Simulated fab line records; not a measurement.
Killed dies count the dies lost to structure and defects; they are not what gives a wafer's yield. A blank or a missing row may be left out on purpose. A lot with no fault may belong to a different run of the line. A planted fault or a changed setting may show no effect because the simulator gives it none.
fab line records :: flow nandHarc :: part 2 of 2: steps 21 to 35 of 35
record
  lots=5
  wafers=15
  lastDay=23
route steps=1159 shown A_M1@1036 A_BONDPAD@1059
lots untouched by any fault: they come from a run of this same line in which no faults occurred
startH: hours from the record's opening day to when the first of the lot's shown wafers began :: waitH: how many hours have passed since the lot's step before this one :: " identical to the entry in the row above :: L1.1+2: one row covering several wafers at once :: - no value, or no start given :: * or withheld: withheld :: < > ~ a bound
route shown NAME@n: NAME is a module with steps in the file, n the number in the route of the first one :: usual: mean/standard deviation of fault-free wafers :: same: alike in all rows :: chamber/n: place in a boat :: sites: each site's reading :: _std_site: how widely they spread, as a standard deviation :: _edge_site: outer sites' mean less inner sites' :: radiusMm: for every site, how far away it sits from the centre of the wafer :: mask NAME#n: copy n :: behind: the last tool/chamber to shape the wafer :: hold: cause of the lot's hold/its duration in hours/its outcome :: device: transistor that didn't switch, given as n, p or np :: end of line: the route-end tests of the same wafers :: a step with no rows: only its recipe :: killed: count of dies lost to structure and defects at first sort (not the wafer's yield) :: map: per-die view of a wafer (x killed, . not killed, _ where there is no die)
set.NAME: the setting as run; set.NAME@STEP: as run at that earlier step :: model.NAME: the simulator's own value behind a step, which no gauge read
lots at selected steps of the route; one table per step, one row per wafer
services: a tool's chamber out of use, with start hour (startH, from the record's first day; less than 0 if before it), hours out, and reason
## steps
# step NHARC_A_M1_PRE_CLEAN_32
# recipe
  timeS=12
  tempC=370
  rfPowerW=300
  gas=NH3
# usual
  heaterPowerW=621/93
lot.wafer: L079.2
tool: pecvd-02
chamber: 2
startH: 429.41
waitH: 0.1
heaterPowerW: 562

lot.wafer: L079.6
tool: pecvd-02
chamber: 0
startH: 429.41
waitH: 0.1
heaterPowerW: 547

lot.wafer: L079.5
tool: pecvd-02
chamber: 1
startH: 429.41
waitH: 0.1
heaterPowerW: 551

lot.wafer: L083.2
tool: pecvd-02
chamber: 0
startH: 460.36
waitH: 0.1
heaterPowerW: 551

lot.wafer: L083.3
tool: pecvd-02
chamber: 1
startH: 460.36
waitH: 0.1
heaterPowerW: 512

lot.wafer: L083.5
tool: pecvd-02
chamber: 2
startH: 460.36
waitH: 0.1
heaterPowerW: 536

lot.wafer: L084.3
tool: pecvd-01
chamber: 2
startH: 474.20
waitH: 0.1
heaterPowerW: 654

lot.wafer: L084.1
tool: pecvd-01
chamber: 0
startH: 474.20
waitH: 0.1
heaterPowerW: 730

lot.wafer: L084.5
tool: pecvd-01
chamber: 2
startH: 474.20
waitH: 0.1
heaterPowerW: 657

lot.wafer: L086.3
tool: pecvd-03
chamber: 0
startH: 490.18
waitH: 0.1
heaterPowerW: 767

lot.wafer: L086.2
tool: pecvd-03
chamber: 2
startH: 490.18
waitH: 0.1
heaterPowerW: 484

lot.wafer: L086.6
tool: pecvd-03
chamber: 1
startH: 490.18
waitH: 0.1
heaterPowerW: 615

lot.wafer: L091.1
tool: pecvd-03
chamber: 1
startH: 519.18
waitH: 0.1
heaterPowerW: 579

lot.wafer: L091.4
tool: pecvd-03
chamber: 2
startH: 519.18
waitH: 0.1
heaterPowerW: 503

lot.wafer: L091.5
tool: pecvd-03
chamber: 0
startH: 519.18
waitH: 0.1
heaterPowerW: 683
# step NHARC_A_M1_DEP_33
# recipe
  targetThkA=300
  tempC=370
  targetThkNm=30
  pressureTorr=3
  flowSccm=200
  rfW=450
  material=SiCN
# usual
  heaterPowerW=567/93
lot.wafer: L079.2
tool: pecvd-02
chamber: 2
startH: 429.49
waitH: 0.1
heaterPowerW: 494

lot.wafer: L079.6
tool: pecvd-02
chamber: 0
startH: 429.49
waitH: 0.1
heaterPowerW: 566

lot.wafer: L079.5
tool: pecvd-02
chamber: 1
startH: 429.49
waitH: 0.1
heaterPowerW: 481

lot.wafer: L083.2
tool: pecvd-02
chamber: 0
startH: 460.44
waitH: 0.1
heaterPowerW: 593

lot.wafer: L083.3
tool: pecvd-02
chamber: 1
startH: 460.44
waitH: 0.1
heaterPowerW: 501

lot.wafer: L083.5
tool: pecvd-02
chamber: 2
startH: 460.44
waitH: 0.1
heaterPowerW: 485

lot.wafer: L084.3
tool: pecvd-01
chamber: 2
startH: 474.31
waitH: 0.1
heaterPowerW: 551

lot.wafer: L084.1
tool: pecvd-01
chamber: 0
startH: 474.31
waitH: 0.1
heaterPowerW: 676

lot.wafer: L084.5
tool: pecvd-01
chamber: 2
startH: 474.31
waitH: 0.1
heaterPowerW: 555

lot.wafer: L086.3
tool: pecvd-03
chamber: 0
startH: 490.26
waitH: 0.1
heaterPowerW: 700

lot.wafer: L086.2
tool: pecvd-03
chamber: 2
startH: 490.26
waitH: 0.1
heaterPowerW: 404

lot.wafer: L086.6
tool: pecvd-03
chamber: 1
startH: 490.26
waitH: 0.1
heaterPowerW: 546

lot.wafer: L091.1
tool: pecvd-03
chamber: 1
startH: 519.32
waitH: 0.1
heaterPowerW: 580

lot.wafer: L091.4
tool: pecvd-03
chamber: 2
startH: 519.32
waitH: 0.1
heaterPowerW: 475

lot.wafer: L091.5
tool: pecvd-03
chamber: 0
startH: 519.32
waitH: 0.1
heaterPowerW: 626
# step NHARC_A_BONDPAD_DEP_00
# recipe
  targetThkA=2500
  tempC=370
  targetThkNm=250
  pressureTorr=3
  flowSccm=200
  rfW=450
  material=SiCN
# usual
  heaterPowerW=589/68
lot.wafer: L079.2
tool: pecvd-04
chamber: 2
startH: 430.37
waitH: -
heaterPowerW: 643

lot.wafer: L079.6
tool: pecvd-04
chamber: 1
startH: 430.37
waitH: -
heaterPowerW: 608

lot.wafer: L079.5
tool: pecvd-04
chamber: 0
startH: 430.37
waitH: -
heaterPowerW: 527

lot.wafer: L083.3
tool: pecvd-04
chamber: 2
startH: 461.00
waitH: -
heaterPowerW: 714

lot.wafer: L083.2
tool: pecvd-04
chamber: 1
startH: 461.00
waitH: -
heaterPowerW: 535

lot.wafer: L083.5
tool: pecvd-04
chamber: 1
startH: 461.00
waitH: -
heaterPowerW: 532

lot.wafer: L084.1
tool: pecvd-01
chamber: 0
startH: -
waitH: -
heaterPowerW: 733

lot.wafer: L084.3
tool: pecvd-01
chamber: 2
startH: -
waitH: -
heaterPowerW: 539

lot.wafer: L084.5
tool: pecvd-01
chamber: 2
startH: -
waitH: -
heaterPowerW: 546

lot.wafer: L086.3
tool: pecvd-04
chamber: 2
startH: 490.86
waitH: -
heaterPowerW: 625

lot.wafer: L086.2
tool: pecvd-04
chamber: 0
startH: 490.86
waitH: -
heaterPowerW: 552

lot.wafer: L086.6
tool: pecvd-04
chamber: 0
startH: 490.86
waitH: -
heaterPowerW: 534

lot.wafer: L091.1
tool: pecvd-04
chamber: 2
startH: 519.98
waitH: -
heaterPowerW: 673

lot.wafer: L091.5
tool: pecvd-04
chamber: 2
startH: 519.98
waitH: -
heaterPowerW: 675

lot.wafer: L091.4
tool: pecvd-04
chamber: 0
startH: 519.98
waitH: -
heaterPowerW: 563
# step NHARC_A_BONDPAD_CMP_29
# recipe
  targetThkNm=200
  material=SiCN
# usual
  motorCurrentA=11.9/0.81
lot.wafer: L079.2
tool: cmp-04
chamber: 1
startH: 430.80
waitH: -
motorCurrentA: 12.6

lot.wafer: L079.6
tool: cmp-04
chamber: 2
startH: 430.80
waitH: -
motorCurrentA: 12.9

lot.wafer: L079.5
tool: cmp-04
chamber: 3
startH: 430.80
waitH: -
motorCurrentA: 12.0

lot.wafer: L083.2
tool: cmp-03
chamber: 3
startH: 461.43
waitH: -
motorCurrentA: 11.8

lot.wafer: L083.3
tool: cmp-03
chamber: 1
startH: 461.43
waitH: -
motorCurrentA: 13.2

lot.wafer: L083.5
tool: cmp-03
chamber: 2
startH: 461.43
waitH: -
motorCurrentA: 11.8

lot.wafer: L084.1
tool: cmp-03
chamber: 0
startH: 475.23
waitH: -
motorCurrentA: 12.5

lot.wafer: L084.3
tool: cmp-03
chamber: 3
startH: 475.23
waitH: -
motorCurrentA: 11.3

lot.wafer: L084.5
tool: cmp-03
chamber: 0
startH: 475.23
waitH: -
motorCurrentA: 12.6

lot.wafer: L086.2
tool: cmp-03
chamber: 2
startH: 491.23
waitH: -
motorCurrentA: 11.5

lot.wafer: L086.3
tool: cmp-03
chamber: 1
startH: 491.23
waitH: -
motorCurrentA: 12.2

lot.wafer: L086.6
tool: cmp-03
chamber: 2
startH: 491.23
waitH: -
motorCurrentA: 11.9

lot.wafer: L091.4
tool: cmp-04
chamber: 0
startH: 520.38
waitH: -
motorCurrentA: 11.5

lot.wafer: L091.1
tool: cmp-04
chamber: 3
startH: 520.38
waitH: -
motorCurrentA: 12.1

lot.wafer: L091.5
tool: cmp-04
chamber: 1
startH: 520.38
waitH: -
motorCurrentA: 11.4
# step NHARC_A_BONDPAD_THK_MEAS_30
# recipe
  thkMeasGauge=ellipsometry
# usual
  thkNm=200.1/1.5
lot.wafer: L079.2
tool: filmMetro-01
chamber: -
startH: 430.98
waitH: 0.1
thkNm: 200.8

lot.wafer: L079.5
tool: filmMetro-01
chamber: -
startH: 430.98
waitH: 0.1
thkNm: 201.8

lot.wafer: L079.6
tool: filmMetro-01
chamber: -
startH: 430.98
waitH: 0.1
thkNm: 200.2

lot.wafer: L083.2
tool: filmMetro-01
chamber: -
startH: 461.65
waitH: 0.2
thkNm: 198.0

lot.wafer: L083.3
tool: filmMetro-01
chamber: -
startH: 461.65
waitH: 0.2
thkNm: 199.7

lot.wafer: L083.5
tool: filmMetro-01
chamber: -
startH: 461.65
waitH: 0.2
thkNm: 201.3

lot.wafer: L084.1
tool: filmMetro-02
chamber: -
startH: 475.49
waitH: 0.2
thkNm: 198.5

lot.wafer: L084.3
tool: filmMetro-02
chamber: -
startH: 475.49
waitH: 0.2
thkNm: 199.6

lot.wafer: L084.5
tool: filmMetro-02
chamber: -
startH: 475.49
waitH: 0.2
thkNm: 196.8

lot.wafer: L086.2
tool: filmMetro-01
chamber: -
startH: 491.48
waitH: 0.2
thkNm: 199.1

lot.wafer: L086.3
tool: filmMetro-01
chamber: -
startH: 491.48
waitH: 0.2
thkNm: 197.0

lot.wafer: L086.6
tool: filmMetro-01
chamber: -
startH: 491.48
waitH: 0.2
thkNm: 199.5

lot.wafer: L091.1
tool: filmMetro-01
chamber: -
startH: 520.63
waitH: 0.1
thkNm: 201.0

lot.wafer: L091.4
tool: filmMetro-01
chamber: -
startH: 520.63
waitH: 0.1
thkNm: 200.6

lot.wafer: L091.5
tool: filmMetro-01
chamber: -
startH: 520.63
waitH: 0.1
thkNm: 201.0
# step NHARC_A_BONDPAD_SRD_31
lot.wafer: L079.5+2+6
tool: wetBench-08
chamber: 2,4,6
startH: 431.02
waitH: 0.0

lot.wafer: L083.2+3+5
tool: wetBench-10
chamber: 6,0,3
startH: 461.69
waitH: 0.0

lot.wafer: L084.5+1+3
tool: wetBench-08
chamber: 0,1,2
startH: 475.54
waitH: 0.0

lot.wafer: L086.6+3+2
tool: wetBench-08
chamber: 6,7,0
startH: 491.52
waitH: 0.0

lot.wafer: L091.4+1+5
tool: wetBench-10
chamber: 7,1,2
startH: 520.68
waitH: 0.0
# step NHARC_A_BONDPAD_DEHYDRATE_01
# recipe
  tempC=150
  timeS=120
lot.wafer: L079.2+5+6
tool: lithoTrack-02
chamber: 0
startH: 431.11
waitH: 0.1

lot.wafer: L083.2+3+5
tool: lithoTrack-03
chamber: 0
startH: 461.78
waitH: 0.1

lot.wafer: L084.1+3+5
tool: lithoTrack-05
chamber: 0
startH: 475.61
waitH: 0.1

lot.wafer: L086.2+3+6
tool: lithoTrack-02
chamber: 0
startH: 491.60
waitH: 0.1

lot.wafer: L091.1+4+5
tool: lithoTrack-03
chamber: 0
startH: 520.76
waitH: 0.1
# step NHARC_A_BONDPAD_HMDS_02
# recipe
  timeS=30
lot.wafer: L079.2+5+6
tool: lithoTrack-02
chamber: 0
startH: -
waitH: -

lot.wafer: L083.2+3+5
tool: lithoTrack-03
chamber: 0
startH: -
waitH: -

lot.wafer: L084.1+3+5
tool: lithoTrack-05
chamber: 0
startH: -
waitH: -

lot.wafer: L086.2+3+6
tool: lithoTrack-02
chamber: 0
startH: -
waitH: -

lot.wafer: L091.1+4+5
tool: lithoTrack-03
chamber: 0
startH: -
waitH: -
# step NHARC_A_BONDPAD_COAT_33
# recipe
  tempC=200
  timeS=65
lot.wafer: L079.2+5+6
tool: lithoTrack-02
chamber: 0
startH: -
waitH: -

lot.wafer: L083.2+3+5
tool: lithoTrack-03
chamber: 0
startH: -
waitH: -

lot.wafer: L084.1+3+5
tool: lithoTrack-05
chamber: 0
startH: -
waitH: -

lot.wafer: L086.2+3+6
tool: lithoTrack-02
chamber: 0
startH: -
waitH: -

lot.wafer: L091.1+4+5
tool: lithoTrack-03
chamber: 0
startH: -
waitH: -
# step NHARC_A_BONDPAD_COAT_03
# recipe
  spinRpm=2000
  resistThkNm=600
# usual
  dispensePressureKPa=50/6.5
lot.wafer: L079.2
tool: lithoTrack-02
chamber: 0
startH: -
waitH: -
dispensePressureKPa: 45

lot.wafer: L079.5
tool: lithoTrack-02
chamber: 0
startH: -
waitH: -
dispensePressureKPa: 45

lot.wafer: L079.6
tool: lithoTrack-02
chamber: 0
startH: -
waitH: -
dispensePressureKPa: 45

lot.wafer: L083.2
tool: lithoTrack-03
chamber: 0
startH: -
waitH: -
dispensePressureKPa: 58

lot.wafer: L083.3
tool: lithoTrack-03
chamber: 0
startH: -
waitH: -
dispensePressureKPa: 58

lot.wafer: L083.5
tool: lithoTrack-03
chamber: 0
startH: -
waitH: -
dispensePressureKPa: 58

lot.wafer: L084.1
tool: lithoTrack-05
chamber: 0
startH: -
waitH: -
dispensePressureKPa: 46

lot.wafer: L084.3
tool: lithoTrack-05
chamber: 0
startH: -
waitH: -
dispensePressureKPa: 46

lot.wafer: L084.5
tool: lithoTrack-05
chamber: 0
startH: -
waitH: -
dispensePressureKPa: 46

lot.wafer: L086.2
tool: lithoTrack-02
chamber: 0
startH: -
waitH: -
dispensePressureKPa: 45

lot.wafer: L086.3
tool: lithoTrack-02
chamber: 0
startH: -
waitH: -
dispensePressureKPa: 45

lot.wafer: L086.6
tool: lithoTrack-02
chamber: 0
startH: -
waitH: -
dispensePressureKPa: 45

lot.wafer: L091.1
tool: lithoTrack-03
chamber: 0
startH: -
waitH: -
dispensePressureKPa: 58

lot.wafer: L091.4
tool: lithoTrack-03
chamber: 0
startH: -
waitH: -
dispensePressureKPa: 58

lot.wafer: L091.5
tool: lithoTrack-03
chamber: 0
startH: -
waitH: -
dispensePressureKPa: 58
# step NHARC_A_BONDPAD_SOFTBAKE_04
# recipe
  tempC=125
  timeS=70
lot.wafer: L079.2+5+6
tool: lithoTrack-02
chamber: 0
startH: -
waitH: -

lot.wafer: L083.2+3+5
tool: lithoTrack-03
chamber: 0
startH: -
waitH: -

lot.wafer: L084.1+3+5
tool: lithoTrack-05
chamber: 0
startH: -
waitH: -

lot.wafer: L086.2+3+6
tool: lithoTrack-02
chamber: 0
startH: -
waitH: -

lot.wafer: L091.1+4+5
tool: lithoTrack-03
chamber: 0
startH: -
waitH: -
# step NHARC_A_BONDPAD_EBR_05
lot.wafer: L079.2+5+6
tool: lithoTrack-02
chamber: 0
startH: -
waitH: -

lot.wafer: L083.2+3+5
tool: lithoTrack-03
chamber: 0
startH: -
waitH: -

lot.wafer: L084.1+3+5
tool: lithoTrack-05
chamber: 0
startH: -
waitH: -

lot.wafer: L086.2+3+6
tool: lithoTrack-02
chamber: 0
startH: -
waitH: -

lot.wafer: L091.1+4+5
tool: lithoTrack-03
chamber: 0
startH: -
waitH: -
# step NHARC_A_BONDPAD_EXPOSE_06
# recipe
  na=0.55
  doseMj=36.99
  maskId=A_BPAD
# usual
  focusOffsetNm=0.0/0.5
lot.wafer: L079.2
tool: krfScanner-03
chamber: 0
startH: 431.29
waitH: -
mask: A_BPAD#0
focusOffsetNm: -0.1

lot.wafer: L079.5
tool: krfScanner-03
chamber: 0
startH: 431.29
waitH: -
mask: A_BPAD#0
focusOffsetNm: 0.0

lot.wafer: L079.6
tool: krfScanner-03
chamber: 0
startH: 431.29
waitH: -
mask: A_BPAD#0
focusOffsetNm: -0.1

lot.wafer: L083.2
tool: krfScanner-04
chamber: 0
startH: 461.95
waitH: -
mask: A_BPAD#0
focusOffsetNm: -0.1

lot.wafer: L083.3
tool: krfScanner-04
chamber: 0
startH: 461.95
waitH: -
mask: A_BPAD#0
focusOffsetNm: 0.2

lot.wafer: L083.5
tool: krfScanner-04
chamber: 0
startH: 461.95
waitH: -
mask: A_BPAD#0
focusOffsetNm: 0.1

lot.wafer: L084.1
tool: krfScanner-04
chamber: 0
startH: 475.90
waitH: -
mask: A_BPAD#0
focusOffsetNm: -0.5

lot.wafer: L084.3
tool: krfScanner-04
chamber: 0
startH: 475.90
waitH: -
mask: A_BPAD#0
focusOffsetNm: 0.0

lot.wafer: L084.5
tool: krfScanner-04
chamber: 0
startH: 475.90
waitH: -
mask: A_BPAD#0
focusOffsetNm: -1.2

lot.wafer: L086.2
tool: krfScanner-02
chamber: 0
startH: 491.89
waitH: -
mask: A_BPAD#0
focusOffsetNm: 0.3

lot.wafer: L086.3
tool: krfScanner-02
chamber: 0
startH: 491.89
waitH: -
mask: A_BPAD#0
focusOffsetNm: 0.1

lot.wafer: L086.6
tool: krfScanner-02
chamber: 0
startH: 491.89
waitH: -
mask: A_BPAD#0
focusOffsetNm: -0.4

lot.wafer: L091.1
tool: krfScanner-03
chamber: 0
startH: 520.93
waitH: -
mask: A_BPAD#0
focusOffsetNm: -1.0

lot.wafer: L091.4
tool: krfScanner-03
chamber: 0
startH: 520.93
waitH: -
mask: A_BPAD#0
focusOffsetNm: -1.0

lot.wafer: L091.5
tool: krfScanner-03
chamber: 0
startH: 520.93
waitH: -
mask: A_BPAD#0
focusOffsetNm: -1.2
# step NHARC_A_BONDPAD_PEB_07
# recipe
  pebTempC=128
  pebTimeS=80
lot.wafer: L079.2+5+6
tool: lithoTrack-05
chamber: 0
startH: 431.35
waitH: 0.1

lot.wafer: L083.2+3+5
tool: lithoTrack-02
chamber: 0
startH: 462.01
waitH: 0.1

lot.wafer: L084.1+3+5
tool: lithoTrack-05
chamber: 0
startH: 475.97
waitH: 0.1

lot.wafer: L086.2+3+6
tool: lithoTrack-02
chamber: 0
startH: 491.95
waitH: 0.1

lot.wafer: L091.1+4+5
tool: lithoTrack-03
chamber: 0
startH: 521.00
waitH: 0.1
# step NHARC_A_BONDPAD_DEVELOP_08
# recipe
  timeS=50
  devTempC=22
lot.wafer: L079.2+5+6
tool: lithoTrack-05
chamber: 0
startH: -
waitH: -

lot.wafer: L083.2+3+5
tool: lithoTrack-02
chamber: 0
startH: -
waitH: -

lot.wafer: L084.1+3+5
tool: lithoTrack-05
chamber: 0
startH: -
waitH: -

lot.wafer: L086.2+3+6
tool: lithoTrack-02
chamber: 0
startH: -
waitH: -

lot.wafer: L091.1+4+5
tool: lithoTrack-03
chamber: 0
startH: -
waitH: -
## services
tool: rieDiel-07
chamber: -
startH: 405.20
hours: 9.0
kind: pm

tool: wetBench-08
chamber: -
startH: 406.40
hours: 8.0
kind: pm

tool: lithoTrack-05
chamber: -
startH: 412.00
hours: 7.0
kind: pm

tool: pvdSputter-02
chamber: -
startH: 415.97
hours: 2.9
kind: repair

tool: rieDiel-10
chamber: 0
startH: 421.64
hours: 12.1
kind: repair

tool: wetBench-10
chamber: -
startH: 423.24
hours: 8.0
kind: pm

tool: rieDiel-07
chamber: 1
startH: 434.86
hours: 5.7
kind: repair

tool: wetBench-08
chamber: -
startH: 447.64
hours: 3.4
kind: repair

tool: cmp-01
chamber: -
startH: 449.78
hours: 2.5
kind: repair

tool: rieDiel-07
chamber: -
startH: 454.25
hours: 0.5
kind: repair

tool: pvdSputter-03
chamber: -
startH: 458.00
hours: 10.0
kind: pm

tool: rieDiel-10
chamber: 0
startH: 469.51
hours: 3.1
kind: repair

tool: pecvd-03
chamber: -
startH: 473.41
hours: 13.0
kind: pm

tool: cmp-01
chamber: -
startH: 473.83
hours: 4.0
kind: pm

tool: rieDiel-10
chamber: 0
startH: 476.35
hours: 1.3
kind: repair

tool: rieDiel-07
chamber: -
startH: 476.56
hours: 0.8
kind: repair

tool: pecvd-04
chamber: -
startH: 486.68
hours: 3.1
kind: repair

tool: pvdSputter-02
chamber: -
startH: 487.12
hours: 0.6
kind: repair

tool: rieDiel-07
chamber: -
startH: 503.83
hours: 0.5
kind: repair

tool: pvdSputter-03
chamber: -
startH: 509.94
hours: 3.9
kind: repair

tool: cmp-01
chamber: -
startH: 510.46
hours: 4.5
kind: repair

tool: pvdSputter-01
chamber: -
startH: 514.00
hours: 10.0
kind: pm

tool: lithoTrack-02
chamber: -
startH: 515.00
hours: 7.0
kind: pm

tool: pecvd-02
chamber: -
startH: 515.49
hours: 13.0
kind: pm
